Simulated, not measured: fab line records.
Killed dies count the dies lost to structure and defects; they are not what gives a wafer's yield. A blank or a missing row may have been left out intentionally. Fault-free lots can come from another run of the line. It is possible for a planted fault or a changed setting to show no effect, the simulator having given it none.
fab line records	flow n5_finfet
record: lots: 7	wafers: 21
route steps=1938 shown MOL_CONTACT_COAG@559 BEOL_M0_SAQP@636 BEOL_M1@800
start_h: hours from the record's opening day to when the first of the lot's shown wafers began	wait_h: hours since the lot's step before	" the same as in the row above	L1.1+2: a row that stands for several wafers	- no value, or no start given	* or withheld: withheld	< > ~ a bound
route shown NAME@n: names a module that has steps shown in the file, with the first one's number in the route	usual: mean/standard deviation taken from wafers without a fault	same: alike in all rows	chamber/n: place in a boat	sites: each site's reading	_std_site: the values' standard deviation	_edge_site: outer sites' mean less inner sites'	radius_mm: for every site, how far away it sits from the centre of the wafer	mask NAME#n: copy n	behind: the tool/chamber that last shaped the wafer	hold: what put the lot on hold/how long, in hours/how the hold closed	device: transistor that didn't switch, given as n, p or np	end of line: tests of these same wafers at the route's end	a step without rows: its recipe alone	killed: not the wafer's yield, but the dies lost to structure and defects at the first sort	map: a wafer's dies, marking killed ones x, the rest . and places with no die _
set.NAME: the setting that was run; set.NAME@STEP: the one run at that earlier step	model.NAME: the simulator's own value behind a step, which no gauge read
lots with deliberately changed settings; one table per step, one row per wafer
== steps ==
step: N5_MOL_CONTACT_COAG_ALD_27
recipe: material: SiOC	target_thk_a: 170	temp_c: 400	ald_precursor_family: carbosiloxane	ald_co_reactant: H2-plasma	pulse_time_s: 1.5	time_s: 2720	purge_time_s: 2	co_reactant_purge_time_s: 2	ald_cycles: 340	pressure_torr: 2
lot.wafer	tool	chamber	start_h	wait_h	set.ald_cycles	model.SiOC_of_MOL_CONTACT_COAG_ALD_27.thk_nm
L074.1	ald_sin-03	3	99.55	0.0	319	16
L074.3+5	"	1,3	"	"	340	17
L075.1+3+6	ald_sin-02	0,1,1	101.92	0.5	340	17
L076.3+6	ald_sin-02	1,3	106.95	0.0	290	14.4
L076.5	"	0	"	"	340	17
L079.1+6	ald_sin-02	1,0	127.02	0.1	340	17
L079.5	"	1	"	"	366	18.4
L089.2+4+5	ald_sin-03	1,3,3	197.57	0.4	340	17
L091.1	ald_sin-01	1	199.36	0.0	287	14.4
L091.3	"	0	"	"	340	17
L091.5	"	2	"	"	287	14.2
L096.2+3+5	ald_sin-01	1,0,0	233.69	0.0	340	17
step: N5_MOL_CONTACT_COAG_COAT_75
recipe: resist: SOC	temp_c: 250	time_s: 60	spin_rpm: 1500	resist_thk_nm: 60
lot.wafer	tool	chamber	start_h	wait_h	set.spin_rpm	model.SOC_of_MOL_CONTACT_COAG_COAT_75.thk_nm
L074.1	litho_track-03	0	102.03	0.0	1500	59.8
L074.3	"	0	"	"	1500	59.6
L074.5	"	0	"	"	1337	63.4
L075.1	litho_track-01	0	104.39	0.0	1336	63.6
L075.3	"	0	"	"	1500	60
L075.6	"	0	"	"	1500	60.2
L076.3	litho_track-05	0	109.41	0.0	1412	61.6
L076.5+6	"	0	"	"	1500	60
L079.1	litho_track-05	0	129.48	0.0	1500	60.2
L079.5+6	"	0	"	"	1500	60
L089.2+4+5	litho_track-03	0	200.03	0.0	1500	59.8
L091.1+3	litho_track-05	0	201.82	0.0	1336	63.6
L091.5	"	0	"	"	1336	63.4
L096.2	litho_track-03	0	236.16	0.0	1664	56.8
L096.3+5	"	0	"	"	1500	60
step: N5_MOL_CONTACT_COAG_COAT_76
recipe: resist: SiARC	temp_c: 220	time_s: 60	spin_rpm: 1500	resist_thk_nm: 10
step: N5_MOL_CONTACT_COAG_COAT_77
recipe: resist: underlayer	temp_c: 205	time_s: 60	spin_rpm: 1500	resist_thk_nm: 10
step: N5_MOL_CONTACT_COAG_ALD_131
recipe: material: SiO2	target_thk_a: 50	temp_c: 100	ald_precursor_family: BDEAS	ald_co_reactant: O2-plasma	pulse_time_s: 1	co_reactant_pulse_time_s: 1	purge_time_s: 2	co_reactant_purge_time_s: 2	ald_cycles: 35	pressure_torr: 2
step: N5_MOL_CONTACT_COAG_ETCHBACK_132
recipe: chemistry: CHF3	target: SiO2	target_depth_a: 100	time_s: 6.7	ion_energy_ev: 200	pressure_mtorr: 30	source_w: 610	bias_w: 170	Ar_flow_sccm: 200	CHF3_flow_sccm: 50
step: N5_MOL_CONTACT_COAG_ETCH_91
recipe: chemistry: N2/H2	target: SOC	target_depth_a: 600	overetch_a: 210	mask_material: SiARC	temp_c: 40	time_s: 101.2	ion_energy_ev: 200	pressure_mtorr: 30	source_w: 840	bias_w: 150	n2_flow_sccm: 200	h2_flow_sccm: 200
lot.wafer	tool	chamber	start_h	wait_h	set.spin_rpm@MOL_CONTACT_COAG_COAT_75	model.etch.depth_nm
L074.1	rie_diel-02	1	103.78	0.0	1500	59.76
L074.3	"	3	"	"	1500	59.62
L074.5	"	2	"	"	1337	63.4
L075.1	rie_diel-02	0	105.46	0.0	1336	63.64
L075.3	"	2	"	"	1500	60
L075.6	"	3	"	"	1500	60.12
L076.3	rie_diel-01	3	110.28	0.0	1412	61.68
L076.5	"	3	"	"	1500	60.04
L076.6	"	2	"	"	1500	59.9
L079.1	rie_diel-02	1	130.35	0.0	1500	60.13
L079.5	"	2	"	"	1500	60.01
L079.6	"	3	"	"	1500	60.05
L089.2	rie_diel-05	0	201.11	0.0	1500	59.77
L089.4	"	0	"	"	1500	59.78
L089.5	"	2	"	"	1500	59.71
L091.1	rie_diel-05	0	202.84	0.0	1336	63.54
L091.3	"	3	"	"	1336	63.55
L091.5	"	0	"	"	1336	63.4
L096.2	rie_diel-02	0	237.30	0.0	1664	56.77
L096.3	"	3	"	"	1500	59.96
L096.5	"	1	"	"	1500	60.06
step: N5_MOL_CONTACT_COAG_STRIP_92
recipe: chemistry: N2/H2	temp_c: 40	n2_flow_sccm: 200	h2_flow_sccm: 200	rf_frequency_hz: 6e+07
step: N5_MOL_CONTACT_COAG_STRIP_93
recipe: chemistry: N2/H2	temp_c: 40	n2_flow_sccm: 200	h2_flow_sccm: 200	rf_frequency_hz: 6e+07
step: N5_MOL_CONTACT_COAG_ETCHBACK_135
recipe: chemistry: CHF3	target: SiO2	target_depth_a: 250	time_s: 16.7	ion_energy_ev: 200	pressure_mtorr: 30	source_w: 610	bias_w: 170	Ar_flow_sccm: 200	CHF3_flow_sccm: 50
step: N5_MOL_CONTACT_COAG_STRIP_118
recipe: chemistry: CHF3	resist: SiARC	rf_frequency_hz: 6e+07
step: N5_MOL_CONTACT_COAG_VIA_ETCH_46
recipe: chemistry: C4F6/O2	target_depth_a: 460	overetch_a: 92	mask_material: SOC	target: SiO2	bias_w: 455	pressure_mtorr: 10	time_s: 40	source_w: 325	Ar_flow_sccm: 300	C4F6_flow_sccm: 10	O2_flow_sccm: 10	ion_energy_ev: 575.3	ends: end_point
lot.wafer	tool	chamber	start_h	wait_h	set.spin_rpm@MOL_CONTACT_COAG_COAT_75	model.SOC_of_MOL_CONTACT_COAG_COAT_75.thk_nm
L074.1+3	rie_diel-02	1,3	103.90	0.0	1500	50.4
L074.5	"	2	"	"	1337	54.4
L075.1	rie_diel-02	0	105.58	0.0	1336	54.2
L075.3	"	2	"	"	1500	51
L075.6	"	3	"	"	1500	50.8
L076.3	rie_diel-01	3	110.41	0.0	1412	52.6
L076.5+6	"	3,2	"	"	1500	51
L079.1	rie_diel-02	1	130.48	0.0	1500	50.8
L079.5	"	2	"	"	1500	51
L079.6	"	3	"	"	1500	50.6
L089.2+4	rie_diel-05	0	201.24	0.0	1500	50.6
L089.5	"	2	"	"	1500	50.4
L091.1+5	rie_diel-05	0	202.96	0.0	1336	54.2
L091.3	"	3	"	"	1336	54.4
L096.2	rie_diel-02	0	237.43	0.0	1664	47.4
L096.3	"	3	"	"	1500	50.6
L096.5	"	1	"	"	1500	50.8
step: N5_MOL_CONTACT_COAG_ETCH_47
recipe: chemistry: CH3F/O2	target: SiNx	target_depth_a: 270	mask_material: SiO2	stop_on: W	over_etch_frac: 0.2	ion_energy_ev: 120	endpoint: OES-CN	pressure_mtorr: 30	source_w: 395	bias_w: 73	Ar_flow_sccm: 150	CH3F_flow_sccm: 30	O2_flow_sccm: 20	ends: end_point
usual: etch_rf_on_time_s: 31.2/0.45	rf_vpp_V: 297.0/2.1
lot.wafer	tool	chamber	start_h	wait_h	set.source_w	etch_rf_on_time_s	rf_vpp_V	model.etch.t_clear_s	model.etch.over_etch_s
L074.1	rie_diel-02	1	104.01	0.0	395	30.9	299.9	25.71	5.142
L074.3	"	3	"	"	341	33.0	316.9	27.54	5.508
L074.5	"	2	"	"	395	31.8	294.7	26.51	5.302
L075.1	rie_diel-02	0	105.69	0.0	395	30.7	296.1	25.59	5.119
L075.3	"	2	"	"	395	31.9	293.7	26.59	5.318
L075.6	"	3	"	"	348.7	32.4	315.6	26.98	5.396
L076.3	rie_diel-01	3	110.51	0.0	426.4	30.1	290.0	25.11	5.022
L076.5	"	3	"	"	426.4	30.0	288.5	25	5
L076.6	"	2	"	"	395	31.6	292.7	26.33	5.265
L079.1	rie_diel-02	1	130.58	0.0	395	30.8	299.8	25.66	5.132
L079.5	"	2	"	"	395	31.8	293.5	26.49	5.297
L079.6	"	3	"	"	395	30.6	297.0	25.49	5.099
L089.2	rie_diel-05	0	201.34	0.0	395	31.9	294.3	26.54	5.309
L089.4	"	0	"	"	395	31.8	294.7	26.47	5.293
L089.5	"	2	"	"	395	31.4	296.7	26.22	5.244
L091.1	rie_diel-05	0	203.07	0.0	333	33.3	317.9	27.74	5.548
L091.3	"	3	"	"	395	31.3	296.5	26.1	5.219
L091.5	"	0	"	"	333	33.8	318.5	28.13	5.626
L096.2	rie_diel-02	0	237.53	0.0	395	31.0	296.5	25.79	5.158
L096.3	"	3	"	"	326.7	33.2	323.9	27.71	5.542
L096.5	"	1	"	"	395	31.3	299.3	26.07	5.214
step: N5_MOL_CONTACT_COAG_EXPOSE_37
recipe: mask_id: VD	na: 0.33	source_shape: annular	sigma_inner: 0.3	sigma_outer: 0.7	polarization: unpolarized	defocus_nm: 0	dose_mj: 62
lot.wafer	tool	chamber	start_h	wait_h	mask	set.dose_mj
L074.1+5	euv_scanner-02	0	104.58	-	VD#0	64.86
L074.3	"	0	"	"	VD#0	62
L075.1+6	euv_scanner-01	0	106.22	-	VD#0	62
L075.3	"	0	"	"	VD#0	65.76
L076.3	euv_scanner-01	0	110.93	-	VD#0	62
L076.5+6	"	0	"	"	VD#0	63.71
L079.1+5+6	euv_scanner-02	0	130.99	-	VD#0	62
L089.2+4+5	euv_scanner-02	0	201.88	-	VD#0	62
L091.1+5	euv_scanner-01	0	203.60	-	VD#0	62
L091.3	"	0	"	"	VD#0	59.05
L096.2+3+5	euv_scanner-02	0	238.07	-	VD#0	62
step: N5_MOL_CONTACT_COAG_PEB_38
recipe: peb_temp_c: 100	peb_time_s: 60	resist: CAR-EUV
step: N5_MOL_CONTACT_COAG_DEVELOP_39
recipe: develop_time_s: 30	developer: TMAH	resist: CAR-EUV	rinse_liquid: surfactant_rinse	dry: air_spin	dev_temp_c: 23
step: N5_MOL_CONTACT_COAG_PRECLEAN_138
recipe: chemistry: alkaline_clean	temp_c: 60	time_s: 60	do_ppb: 50
step: N5_MOL_CONTACT_COAG_SRD_139
recipe: dry: ipa_marangoni	time_s: 30	temp_c: 23	rinse_liquid: diw
step: N5_MOL_CONTACT_COAG_CD_MEAS_101
recipe: target_cd_nm: 16
usual: cd_nm: 16.1/0.3
lot.wafer	tool	chamber	start_h	wait_h	set.dose_mj@MOL_CONTACT_COAG_EXPOSE_37	cd_nm
L074.1	cd_sem-01	-	106.16	0.0	64.86	17.0
L074.3	"	-	"	"	62	15.8
L074.5	"	-	"	"	64.86	17.6
L075.1	cd_sem-03	-	107.31	0.0	62	15.7
L075.3	"	-	"	"	65.76	17.3
L075.6	"	-	"	"	62	15.7
L076.3	cd_sem-02	-	112.07	0.0	62	15.7
L076.5	"	-	"	"	63.71	16.8
L076.6	"	-	"	"	63.71	16.8
L079.1	cd_sem-02	-	133.21	0.0	62	16.4
L079.5	"	-	"	"	62	16.4
L079.6	"	-	"	"	62	16.1
L089.2	cd_sem-01	-	203.15	0.0	62	16.5
L089.4	"	-	"	"	62	16.4
L089.5	"	-	"	"	62	16.7
L091.1	cd_sem-02	-	204.88	0.0	62	15.8
L091.3	"	-	"	"	59.05	14.9
L091.5	"	-	"	"	62	15.7
L096.2	cd_sem-03	-	239.50	0.0	62	16.1
L096.3	"	-	"	"	62	15.9
L096.5	"	-	"	"	62	16.5
step: N5_BEOL_M0_SAQP_PECVD_96
recipe: material: a-Si	target_thk_a: 450	temp_c: 350	precursor: SiH4/He	pressure_torr: 3	rf_w: 100	time_s: 45.2
lot.wafer	tool	chamber	start_h	wait_h	set.time_s	model.a-Si_of_BEOL_M0_SAQP_PECVD_96.thk_nm
L074.1+3	pecvd-03	2,0	110.52	0.0	45.2	44.4
L074.5	"	0	"	"	45.2	45.2
L075.1	pecvd-03	1	113.90	0.0	45.2	44.6
L075.3	"	0	"	"	47.38	46.4
L075.6	"	2	"	"	45.2	45.2
L076.3	pecvd-04	2	117.14	0.0	43.42	43.2
L076.5	"	1	"	"	43.42	43.6
L076.6	"	2	"	"	45.2	46
L079.1	pecvd-04	0	138.62	0.0	45.2	44.4
L079.5	"	1	"	"	45.2	45.4
L079.6	"	0	"	"	45.2	45.2
L091.1	pecvd-03	1	210.62	0.0	49.81	49.2
L091.3	"	0	"	"	45.2	44.4
L091.5	"	1	"	"	45.2	45.8
L089.2	pecvd-03	1	210.98	0.0	45.2	44.6
L089.4+5	"	0,1	"	"	45.2	45
L096.2	pecvd-03	2	244.32	0.0	45.2	44.2
L096.3	"	0	"	"	51.81	50.6
L096.5	"	2	"	"	45.2	45.6
step: N5_BEOL_M0_SAQP_HM_DEP_111
recipe: material: SiO2	target_thk_a: 120	temp_c: 400	precursor: SiH4/N2O	pressure_torr: 0.75	rf_w: 275	time_s: 7.2
lot.wafer	tool	chamber	start_h	wait_h	set.time_s	model.SiO2_of_BEOL_M0_SAQP_HM_DEP_111.thk_nm
L074.1+5	pecvd-04	0,1	110.74	0.0	6.88	11.4
L074.3	"	2	"	"	7.2	12
L075.1	pecvd-04	1	114.12	0.0	7.2	11.8
L075.3	"	2	"	"	6.848	11.4
L075.6	"	2	"	"	6.848	11.6
L076.3+5	pecvd-04	2,1	117.35	0.0	7.2	12.2
L076.6	"	2	"	"	7.659	13
L079.1	pecvd-03	1	138.84	0.0	7.2	11.6
L079.5	"	2	"	"	6.458	10.8
L079.6	"	1	"	"	6.458	10.6
L091.1	pecvd-04	1	210.84	0.0	7.2	12
L091.3	"	0	"	"	7.553	12.4
L091.5	"	0	"	"	7.553	12.6
L089.2+4	pecvd-04	2,0	211.19	0.0	7.2	12
L089.5	"	1	"	"	7.2	12.2
L096.2	pecvd-04	0	244.54	0.0	7.2	11.8
L096.3	"	2	"	"	8.204	13.8
L096.5	"	2	"	"	8.204	14
step: N5_BEOL_M0_SAQP_COAT_81
recipe: resist: SOC	temp_c: 250	time_s: 60	spin_rpm: 1500	resist_thk_nm: 100
step: N5_BEOL_M0_SAQP_COAT_82
recipe: resist: SiARC	temp_c: 220	time_s: 60	spin_rpm: 1500	resist_thk_nm: 30
step: N5_BEOL_M0_SAQP_ETCH_84
recipe: chemistry: N2/H2	target: SOC	target_depth_a: 1000	overetch_a: 200	mask_material: SiARC	temp_c: 40	time_s: 150	ion_energy_ev: 200	pressure_mtorr: 30	source_w: 840	bias_w: 150	n2_flow_sccm: 200	h2_flow_sccm: 200
step: N5_BEOL_M0_SAQP_STRIP_80
recipe: chemistry: N2/H2	temp_c: 40	n2_flow_sccm: 200	h2_flow_sccm: 200	rf_frequency_hz: 6e+07
step: N5_BEOL_M0_SAQP_HM_OPEN_112
recipe: chemistry: CHF3/O2	target: SiO2	stop_on: a-Si	target_depth_a: 120	over_etch_frac: 1.25	mask_material: SOC	time_s: 13.5	pressure_mtorr: 30	source_w: 650	bias_w: 170	Ar_flow_sccm: 200	CHF3_flow_sccm: 50	O2_flow_sccm: 5	ion_energy_ev: 200	ends: end_point
lot.wafer	tool	chamber	start_h	wait_h	set.time_s@BEOL_M0_SAQP_HM_DEP_111	model.etch.depth_nm
L074.1	rie_diel-03	3	111.47	0.0	6.88	11.43
L074.3	"	0	"	"	7.2	11.99
L074.5	"	3	"	"	6.88	11.33
L075.1	rie_diel-03	3	114.85	0.0	7.2	11.83
L075.3	"	1	"	"	6.848	11.38
L075.6	"	1	"	"	6.848	11.59
L076.3	rie_diel-03	0	118.08	0.0	7.2	12.13
L076.5	"	0	"	"	7.2	12.11
L076.6	"	3	"	"	7.659	13.03
L079.1	rie_diel-03	2	139.56	0.0	7.2	11.58
L079.5	"	1	"	"	6.458	10.71
L079.6	"	0	"	"	6.458	10.62
L091.1	rie_diel-04	0	211.57	0.0	7.2	11.96
L091.3	"	2	"	"	7.553	12.42
L091.5	"	1	"	"	7.553	12.62
L089.2	rie_diel-03	1	211.92	0.0	7.2	12.04
L089.4	"	3	"	"	7.2	11.95
L089.5	"	0	"	"	7.2	12.13
L096.2	rie_diel-03	2	245.27	0.0	7.2	11.88
L096.3	"	1	"	"	8.204	13.78
L096.5	"	0	"	"	8.204	14.01
step: N5_BEOL_M0_SAQP_STRIP_113
recipe: chemistry: CHF3/O2	resist: SiARC	rf_frequency_hz: 6e+07
step: N5_BEOL_M0_SAQP_MANDREL_ETCH_20
recipe: target_depth_a: 600	chemistry: HBr/Cl2	target: a-Si	stop_on: SiNx	bt_time_s: 10	mask_material: SOC	over_etch_frac: 0.5	time_s: 30	pressure_mtorr: 10	icp_w: 800	bias_w: 75	HBr_flow_sccm: 150	Cl2_flow_sccm: 80	ends: end_point
step: N5_BEOL_M0_SAQP_ETCH_101
recipe: chemistry: CH3F/O2	target: SiNx	mask_material: SiO2	target_depth_a: 299	time_s: 42.7	pressure_mtorr: 30	source_w: 395	bias_w: 73	Ar_flow_sccm: 150	CH3F_flow_sccm: 30	O2_flow_sccm: 20	ion_energy_ev: 120
step: N5_BEOL_M0_SAQP_ETCH_102
recipe: chemistry: CF4	target: SiO2	target_depth_a: 40	ion_energy_ev: 350	time_s: 4.4	pressure_mtorr: 10	icp_w: 800	bias_w: 400	cf4_flow_sccm: 80
step: N5_BEOL_M0_SAQP_MANDREL_ETCH_103
recipe: chemistry: HBr/Cl2	target: a-Si	target_depth_a: 450	bt_time_s: 10	stop_on: SiCN	mask_material: SiO2	over_etch_frac: 0.8	time_s: 27	pressure_mtorr: 10	icp_w: 800	bias_w: 75	HBr_flow_sccm: 150	Cl2_flow_sccm: 80	ends: end_point
lot.wafer	tool	chamber	start_h	wait_h	set.time_s@BEOL_M0_SAQP_PECVD_96	model.etch.depth_nm
L074.1	rie_si-06	2	113.13	0.0	45.2	44.37
L074.3	"	3	"	"	45.2	44.43
L074.5	"	0	"	"	45.2	45.15
L075.1	rie_si-05	2	116.82	0.0	45.2	44.68
L075.3	"	1	"	"	47.38	46.49
L075.6	"	2	"	"	45.2	45.17
L076.3	rie_si-05	3	120.85	0.0	43.42	43.3
L076.5	"	2	"	"	43.42	43.51
L076.6	"	1	"	"	45.2	46.1
L079.1	rie_si-06	1	141.34	0.0	45.2	44.35
L079.5	"	1	"	"	45.2	45.42
L079.6	"	0	"	"	45.2	45.29
L091.1	rie_si-05	0	213.70	0.0	49.81	49.15
L091.3	"	3	"	"	45.2	44.48
L091.5	"	1	"	"	45.2	45.83
L089.2	rie_si-02	0	215.31	0.0	45.2	44.63
L089.4	"	2	"	"	45.2	45.03
L089.5	"	2	"	"	45.2	44.98
L096.2	rie_si-06	2	247.90	0.0	45.2	44.29
L096.3	"	3	"	"	51.81	50.63
L096.5	"	3	"	"	45.2	45.62
step: N5_BEOL_M1_TRENCH_ETCH_37
recipe: chemistry: C4F6/O2	target_depth_a: 552.07	target: SiOC	time_s: 29	ion_energy_ev: 250	pressure_mtorr: 30	source_w: 355	bias_w: 185	Ar_flow_sccm: 300	C4F6_flow_sccm: 10	O2_flow_sccm: 10
lot.wafer	tool	chamber	start_h	wait_h	set.time_s	model.etch.depth_nm	model.BEOL_M1.feature_depth_nm
L074.1	rie_diel-03	3	-	-	29	54.91	55
L074.3	"	0	"	"	25.25	48.68	48.6
L074.5	"	3	"	"	25.25	47.79	47.8
L075.1	rie_diel-06	2	-	-	29	55.9	55.8
L075.3	"	3	"	"	29	54.5	54.4
L075.6	"	0	"	"	29	54.89	54.8
L076.3+6	rie_diel-06	0	-	-	29	54.6	54.6
L076.5	"	1	"	"	26.38	49.89	49.8
L079.1	rie_diel-06	2	-	-	33.28	64.37	64.4
L079.5	"	0	"	"	33.28	62.52	62.6
L079.6	"	1	"	"	29	55.2	55.2
L091.1	rie_diel-06	0	-	-	22.87	42.9	43
L091.3	"	3	"	"	22.87	43.53	43.6
L091.5	"	3	"	"	29	55.37	55.4
L089.2	rie_diel-03	2	-	-	29	55.86	55.8
L089.4	"	0	"	"	29	55.87	55.8
L089.5	"	3	"	"	29	54.74	54.8
L096.2	rie_diel-04	2	-	-	29	55.24	55.2
L096.3	"	3	"	"	25.05	48.23	48.2
L096.5	"	2	"	"	29	54.98	55
step: N5_BEOL_M1_ETCH_41
recipe: chemistry: CH3F/O2	target: SiCN	target_depth_a: 319	taper_deg: 2	time_s: 57.8	ion_energy_ev: 120	mask_material: TiN	pressure_mtorr: 30	source_w: 395	bias_w: 75	Ar_flow_sccm: 150	CH3F_flow_sccm: 30	O2_flow_sccm: 20
step: N5_BEOL_M1_STRIP_97
recipe: chemistry: N2/H2	time_s: 10	power_w: 450	temp_c: 40	pressure_mtorr: 20	rf_frequency_hz: 6e+07	bias_power_w: 7	n2_flow_sccm: 200	h2_flow_sccm: 200
step: N5_BEOL_M1_OCD_MEAS_38
usual: trench_depth_nm: 55.2/0.69
lot.wafer	tool	chamber	start_h	wait_h	set.time_s@BEOL_M1_TRENCH_ETCH_37	trench_depth_nm
L074.1	ocd-01	-	127.75	-	29	54.8
L074.3	"	-	"	"	25.25	48.4
L074.5	"	-	"	"	25.25	47.6
L075.1	ocd-01	-	131.88	-	29	56.0
L075.3	"	-	"	"	29	54.2
L075.6	"	-	"	"	29	54.7
L076.3	ocd-02	-	142.32	-	29	54.9
L076.5	"	-	"	"	26.38	49.7
L076.6	"	-	"	"	29	54.8
L079.1	ocd-02	-	160.79	-	33.28	64.0
L079.5	"	-	"	"	33.28	62.5
L079.6	"	-	"	"	29	55.3
L091.1	ocd-02	-	234.01	-	22.87	42.3
L091.3	"	-	"	"	22.87	43.9
L091.5	"	-	"	"	29	55.5
L089.2	ocd-01	-	234.05	-	29	55.1
L089.4	"	-	"	"	29	56.1
L089.5	"	-	"	"	29	54.5
L096.2	ocd-02	-	264.91	-	29	55.6
L096.3	"	-	"	"	25.05	48.4
L096.5	"	-	"	"	29	54.9
== key ==
split: step: N5_MOL_CONTACT_COAG_ALD_27	setting: ald_cycles	stated: 340	by: wafer
response: step: N5_MOL_CONTACT_COAG_ALD_27	reading: model.SiOC_of_MOL_CONTACT_COAG_ALD_27.thk_nm	change: +0.175	per: 1%	r: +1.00
split: step: N5_MOL_CONTACT_COAG_COAT_75	setting: spin_rpm	stated: 1500	by: wafer
response: step: N5_MOL_CONTACT_COAG_COAT_75	reading: model.SOC_of_MOL_CONTACT_COAG_COAT_75.thk_nm	change: -0.314	per: 1%	r: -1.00
response: step: N5_MOL_CONTACT_COAG_ETCH_91	reading: model.etch.depth_nm	change: -0.319	per: 1%	r: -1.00
response: step: N5_MOL_CONTACT_COAG_VIA_ETCH_46	reading: model.SOC_of_MOL_CONTACT_COAG_COAT_75.thk_nm	change: -0.319	per: 1%	r: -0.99
split: step: N5_MOL_CONTACT_COAG_ETCH_47	setting: source_w	stated: 395	by: wafer
response: step: N5_MOL_CONTACT_COAG_ETCH_47	reading: etch_rf_on_time_s	change: *	per: 1%	r: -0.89
response: step: N5_MOL_CONTACT_COAG_ETCH_47	reading: rf_vpp_V	change: -1.42	per: 1%	r: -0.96
response: step: N5_MOL_CONTACT_COAG_ETCH_47	reading: model.etch.t_clear_s	change: -0.107	per: 1%	r: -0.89
response: step: N5_MOL_CONTACT_COAG_ETCH_47	reading: model.etch.over_etch_s	change: -0.0214	per: 1%	r: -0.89
split: step: N5_MOL_CONTACT_COAG_EXPOSE_37	setting: dose_mj	stated: 62	by: wafer
response: step: N5_MOL_CONTACT_COAG_CD_MEAS_101	reading: cd_nm	change: +0.258	per: 1%	r: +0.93
split: step: N5_BEOL_M0_SAQP_PECVD_96	setting: time_s	stated: 45.2	by: wafer
response: step: N5_BEOL_M0_SAQP_PECVD_96	reading: model.a-Si_of_BEOL_M0_SAQP_PECVD_96.thk_nm	change: +0.4	per: 1%	r: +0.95
response: step: N5_BEOL_M0_SAQP_MANDREL_ETCH_103	reading: model.etch.depth_nm	change: +0.398	per: 1%	r: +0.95
split: step: N5_BEOL_M0_SAQP_HM_DEP_111	setting: time_s	stated: 7.2	by: wafer
response: step: N5_BEOL_M0_SAQP_HM_DEP_111	reading: model.SiO2_of_BEOL_M0_SAQP_HM_DEP_111.thk_nm	change: +0.123	per: 1%	r: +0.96
response: step: N5_BEOL_M0_SAQP_HM_OPEN_112	reading: model.etch.depth_nm	change: +0.123	per: 1%	r: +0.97
split: step: N5_BEOL_M1_TRENCH_ETCH_37	setting: time_s	stated: 29	by: wafer
response: step: N5_BEOL_M1_TRENCH_ETCH_37	reading: model.etch.depth_nm	change: +0.547	per: 1%	r: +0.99
response: step: N5_BEOL_M1_TRENCH_ETCH_37	reading: model.BEOL_M1.feature_depth_nm	change: +0.549	per: 1%	r: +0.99
response: step: N5_BEOL_M1_OCD_MEAS_38	reading: trench_depth_nm	change: +0.554	per: 1%	r: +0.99
